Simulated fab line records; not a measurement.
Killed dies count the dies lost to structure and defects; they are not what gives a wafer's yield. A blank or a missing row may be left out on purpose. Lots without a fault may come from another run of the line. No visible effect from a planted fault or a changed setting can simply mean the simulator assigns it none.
Problem report in the 8D (eight disciplines) form, filled by code	flow n5_finfet	the parts of the form that need people (team, actions taken, sign-off) are left out

## 1. THE PROBLEM
At N5_MOL_CONTACT_COAG_ETCH_110, bias_w averages 13.62 W over 9 wafers from 3 lots, while fault-free wafers read 12.00 W, standard deviation 0.04. That is +41 standard deviations from the usual mean.
The step: etches Si in CF4/O2, target depth 2.5 nm, time 8 s.
Seen first at day 6 09:29 on rie_diel-03, wafer L969.2. At this step, 21 wafers from 7 lots have a number in the record. Rule for "out", or "out of limits": more than 4 standard deviations from the usual mean. The other wafers with a number count as sound.

## 2. WHAT IT IS, WHAT IT ISN'T
question	is	is not
which readings at this step	bias_w, rf_vpp_V	chamber_pressure_mTorr, drypump_motor_current_A, oes_f_703_au, oes_product_au, showerhead_plenum_p_Torr, throttle_valve_pct
which lots	L969, L970, L971	L965, L967, L976, L984
which wafers of those lots	all that have a number	-
read on which tools	rie_diel-03	rie_diel-01, rie_diel-04
when	from day 6 09:29	up to then (6 sound wafers); but 6 sound wafers of L976, L984 came after

## 3. WHAT RULES OUT EACH SUSPECT
Counting: a tool at any process step up to the reading remains a suspect when it ran all the lots that are out and ran no sound lot after the first of those.
- rie_diel-03 at N5_MOL_CONTACT_COAG_DESCUM_13 (chemistry O2, time 7 s): kept. It ran every lot that is out, first L969 (day 6 09:13), and no sound lot after that; its last sound lot up to then is L967 (day 5 23:17).
- rie_diel-03 at N5_MOL_CONTACT_COAG_ETCH_59 (etches underlayer in N2/H2, target depth 13 nm, time 10.4 s): kept. It ran every lot that is out, first L969 (day 6 09:14), and no sound lot after that; its last sound lot up to then is L967 (day 5 23:19).
- rie_diel-03 at N5_MOL_CONTACT_COAG_ETCH_106 (etches SOC in N2/H2, target depth 80 nm, overetch 16 nm, time 120 s): kept. It ran every lot that is out, first L969 (day 6 09:17), and no sound lot after that; its last sound lot up to then is L967 (day 5 23:22).
- rie_diel-03 at N5_MOL_CONTACT_COAG_CONTACT_ETCH_14 (etches SiO2 in C4F6/O2, target depth 27.5 nm, overetch 8.5 nm, time 20 s): kept. It ran every lot that is out, first L969 (day 6 09:23), and no sound lot after that; its last sound lot up to then is L967 (day 5 23:28).
- rie_diel-03 at N5_MOL_CONTACT_COAG_ETCH_15 (etches SiNx in CH3F/O2, stops on Si:P, target depth 7 nm): kept. It ran every lot that is out, first L969 (day 6 09:26), and no sound lot after that; its last sound lot up to then is L967 (day 5 23:30).
- rie_diel-03 at N5_MOL_CONTACT_COAG_ETCH_110 (etches Si in CF4/O2, target depth 2.5 nm, time 8 s): kept. It ran every lot that is out, first L969 (day 6 09:29), and no sound lot after that; its last sound lot up to then is L967 (day 5 23:34). Its own readings are out on those wafers: bias_w, rf_vpp_V.
Left after counting: rie_diel-03 at N5_MOL_CONTACT_COAG_DESCUM_13, rie_diel-03 at N5_MOL_CONTACT_COAG_ETCH_59, rie_diel-03 at N5_MOL_CONTACT_COAG_ETCH_106, rie_diel-03 at N5_MOL_CONTACT_COAG_CONTACT_ETCH_14, rie_diel-03 at N5_MOL_CONTACT_COAG_ETCH_15, rie_diel-03 at N5_MOL_CONTACT_COAG_ETCH_110.

## 4. THE CAUSE (what the simulator had put in)
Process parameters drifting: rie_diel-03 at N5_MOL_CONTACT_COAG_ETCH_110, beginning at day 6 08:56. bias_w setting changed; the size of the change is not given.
Counting leaves 6 suspects; this tool is one of them.

## 5. SEQUENCE OF EFFECTS, ordered by route
Each row: a reading whose mean over the struck wafers that have a number lies more than 3 standard deviations from the usual. Only readings for which the record gives a usual standard deviation are gone through. hours: the time from each lot's start at the first step in this table that gives one to its start at this step, as a median over the lots. sigmas: the change in usual standard deviations.
hours	step	reading	usual	on struck wafers	change	sigmas
0	N5_MOL_CONTACT_COAG_ETCH_110	bias_w	12.00 W	13.62	+1.62	+41
0	N5_MOL_CONTACT_COAG_ETCH_110	rf_vpp_V	128.0 V	141.1	+13.1	+7.3
It contains these process steps:
- N5_MOL_CONTACT_COAG_ETCH_110: etches Si in CF4/O2, target depth 2.5 nm, time 8 s.

## 6. WHAT WOULD HAVE CAUGHT IT SOONER
In this record the first reading out of limits was taken at day 6 09:29, 1 hour after the fault began at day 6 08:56.
